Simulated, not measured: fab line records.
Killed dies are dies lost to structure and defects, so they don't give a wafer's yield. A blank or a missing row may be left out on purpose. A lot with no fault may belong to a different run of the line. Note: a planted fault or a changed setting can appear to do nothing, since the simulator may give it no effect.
Split-lot study + flow n5_finfet + route with 1938 steps; 7 lots, 39 wafers read

== THE SPLIT ==
At N5_MOL_CONTACT_COAG_ETCH_124 (etches SiNx in CH3F/O2, stops on SiOC, target depth 6.5 nm), the setting source_w was moved away from the recipe's 395 W on 15 of the 39 wafers read, by -16.4% to +8.7%. All remaining wafers had this setting at the recipe value.

The reading is taken at the split's own step.

== THE READING ==
rf_vpp_V, in V, at N5_MOL_CONTACT_COAG_ETCH_124 (etches SiNx in CH3F/O2, stops on SiOC, target depth 6.5 nm). Typical for fault-free wafers on this fab line: 298.8 V, with standard deviation 3 V.

| wafer  | tool, chamber at the split | source_w as run, W | against the recipe | rf_vpp_V, V | against lot-mates on the recipe |
|--------|----------------------------|--------------------|--------------------|-------------|---------------------------------|
| L076.1 | rie_diel-02, 2             | 330.2              | -16.4%             | 321.9       | +22.6                           |
| L076.2 | rie_diel-02, 3             | 330.2              | -16.4%             | 328.0       | +28.7                           |
| L076.3 | rie_diel-02, 0             | 395                | recipe             | 304.9       | -                               |
| L076.4 | rie_diel-02, 1             | 395                | recipe             | 295.8       | -                               |
| L076.5 | rie_diel-02, 2             | 395                | recipe             | 297.2       | -                               |
| L076.6 | rie_diel-02, 3             | 330.2              | -16.4%             | 328.4       | +29.1                           |
| L077.1 | rie_diel-03, 1             | 395                | recipe             | 300.8       | -                               |
| L077.2 | rie_diel-03, 3             | 395                | recipe             | 294.2       | -                               |
| L077.4 | rie_diel-03, 0             | 395                | recipe             | 302.0       | -                               |
| L083.1 | rie_diel-02, 1             | 395                | recipe             | 295.3       | -                               |
| L083.2 | rie_diel-02, 3             | 429.2              | +8.7%              | 290.7       | -10.1                           |
| L083.3 | rie_diel-02, 2             | 429.2              | +8.7%              | 284.3       | -16.5                           |
| L083.4 | rie_diel-02, 0             | 429.2              | +8.7%              | 291.9       | -8.9                            |
| L083.5 | rie_diel-02, 0             | 395                | recipe             | 303.0       | -                               |
| L083.6 | rie_diel-02, 3             | 395                | recipe             | 304.1       | -                               |
| L086.1 | rie_diel-03, 2             | 357                | -9.6%              | 313.5       | +12.1                           |
| L086.2 | rie_diel-03, 1             | 395                | recipe             | 299.8       | -                               |
| L086.3 | rie_diel-03, 0             | 395                | recipe             | 302.1       | -                               |
| L086.4 | rie_diel-03, 3             | 357                | -9.6%              | 307.9       | +6.5                            |
| L086.5 | rie_diel-03, 0             | 395                | recipe             | 302.3       | -                               |
| L086.6 | rie_diel-03, 3             | 357                | -9.6%              | 308.5       | +7.1                            |
| L089.1 | rie_diel-03, 2             | 395                | recipe             | 299.1       | -                               |
| L089.2 | rie_diel-03, 1             | 395                | recipe             | 300.1       | -                               |
| L089.3 | rie_diel-03, 3             | 395                | recipe             | 294.3       | -                               |
| L089.4 | rie_diel-03, 0             | 395                | recipe             | 301.9       | -                               |
| L089.5 | rie_diel-03, 2             | 395                | recipe             | 298.9       | -                               |
| L089.6 | rie_diel-03, 1             | 395                | recipe             | 300.0       | -                               |
| L090.1 | rie_diel-05, 3             | 395                | recipe             | 299.6       | -                               |
| L090.2 | rie_diel-05, 1             | 361.3              | -8.5%              | 309.7       | +10.1                           |
| L090.3 | rie_diel-05, 0             | 361.3              | -8.5%              | 311.4       | +11.8                           |
| L090.4 | rie_diel-05, 2             | 395                | recipe             | 299.1       | -                               |
| L090.5 | rie_diel-05, 2             | 395                | recipe             | 300.1       | -                               |
| L090.6 | rie_diel-05, 3             | 361.3              | -8.5%              | 310.8       | +11.2                           |
| L096.1 | rie_diel-05, 0             | 395                | recipe             | 300.9       | -                               |
| L096.2 | rie_diel-05, 1             | 395                | recipe             | 296.3       | -                               |
| L096.3 | rie_diel-05, 2             | 395                | recipe             | 300.6       | -                               |
| L096.4 | rie_diel-05, 3             | 353.2              | -10.6%             | 316.0       | +16.7                           |
| L096.5 | rie_diel-05, 0             | 353.2              | -10.6%             | 316.1       | +16.8                           |
| L096.6 | rie_diel-05, 1             | 353.2              | -10.6%             | 312.5       | +13.2                           |

THE FIT
A straight line over all 39 wafers: rf_vpp_V changes by -1.41 V for each +1% of source_w; r = -0.95; the points scatter about the line by 3.1 V.
The same after taking each lot's own level away (the mean of its wafers on the recipe; 39 wafers): -1.43 V for each +1%; r = -0.94; scatter 3.2 V.
According to that fit, moving source_w by its largest amount changes the reading by 23 V.
From 299.00 to 301.40 V: that is the span of the lots' own levels, equal to 0.8 times the standard deviation above.
The two slopes are in agreement: the lot-to-lot level therefore moves the slope only a little.
Check: with one of the wafers moved furthest among these (-16.4%) left out of the fit, the line predicts +23.4 V for it against its lot-mates. Against them it came out at +22.6 V.
Tool readings at the split's step, against how far the setting was moved: rf_vpp_V r = -0.95.

== FILE'S OWN FIT ==
rf_vpp_V changes by -1.42 V for each +1% of source_w, r = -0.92.
